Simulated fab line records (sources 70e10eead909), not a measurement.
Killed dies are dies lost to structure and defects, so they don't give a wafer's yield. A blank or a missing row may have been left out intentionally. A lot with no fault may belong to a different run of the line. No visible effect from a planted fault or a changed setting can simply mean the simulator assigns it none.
Chamber matching | flow nand harc | NHARC_A_CONTACT_CMP_20 on cmp-02: 4 sister chambers
The step polishes, t overpolish 30 s, target thk 300 nm. 8 wafers are shown with their chamber, then 10 later ones without.

## EACH WAFER AND ITS CHAMBER
wafer  | chamber | motor current A (A) | time to endpoint s (s)
L080.3 | 1       | 9.7                 | 58
L084.5 | 2       | 14.5                | 59
L084.6 | 3       | 11.8                | 56
L085.1 | 0       | 11.0                | 59
L085.4 | 1       | 9.7                 | 54
L085.6 | 2       | 14.1                | 61
L089.1 | 3       | 10.9                | 56
L089.3 | 0       | 10.0                | 61

## WAFERS WITHOUT THEIR CHAMBER
wafer  | motor current A (A) | time to endpoint s (s)
L089.5 | 10.4                | 57
L092.1 | 10.2                | 53
L092.4 | 11.3                | 63
L092.5 | 10.2                | 62
L091.2 | 11.7                | 58
L091.4 | 10.2                | 62
L091.5 | 11.1                | 55
L094.1 | 10.7                | 59
L094.2 | 11.1                | 56
L094.4 | 9.6                 | 54

## THE CHAMBER EACH PASSED THROUGH
wafer  | from the rows above          | in truth
L089.5 | can't be placed: 1 or 0 or 3 | 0
L092.1 | can't be placed: 1 or 3      | 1
L092.4 | can't be placed: 0 or 3      | 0
L092.5 | 0                            | 0
L091.2 | can't be placed: 3 or 0      | 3
L091.4 | 0                            | 0
L091.5 | 3                            | 3
L094.1 | can't be placed: 0 or 3 or 1 | 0
L094.2 | 3                            | 3
L094.4 | 1                            | 1
Correctly placed: 5 of 10. Unplaceable from these rows: 5, with the true chamber sitting among the candidates in 5. 0 placed wrongly.
How it was worked out, from the rows above alone: a wafer's distance from a chamber is the root of the sum, over the readings, of the square of ((its reading less the chamber's mean) divided by the reading's scatter). The wafer belongs to the nearest chamber; if the next one is less than 2 further off, it can't be placed. Each chamber's mean is taken over the wafers shown for it. The scatter is the square root of a quotient: the sum, over the shown wafers, of each reading's squared deviation from its chamber's mean, divided by wafers minus chambers.
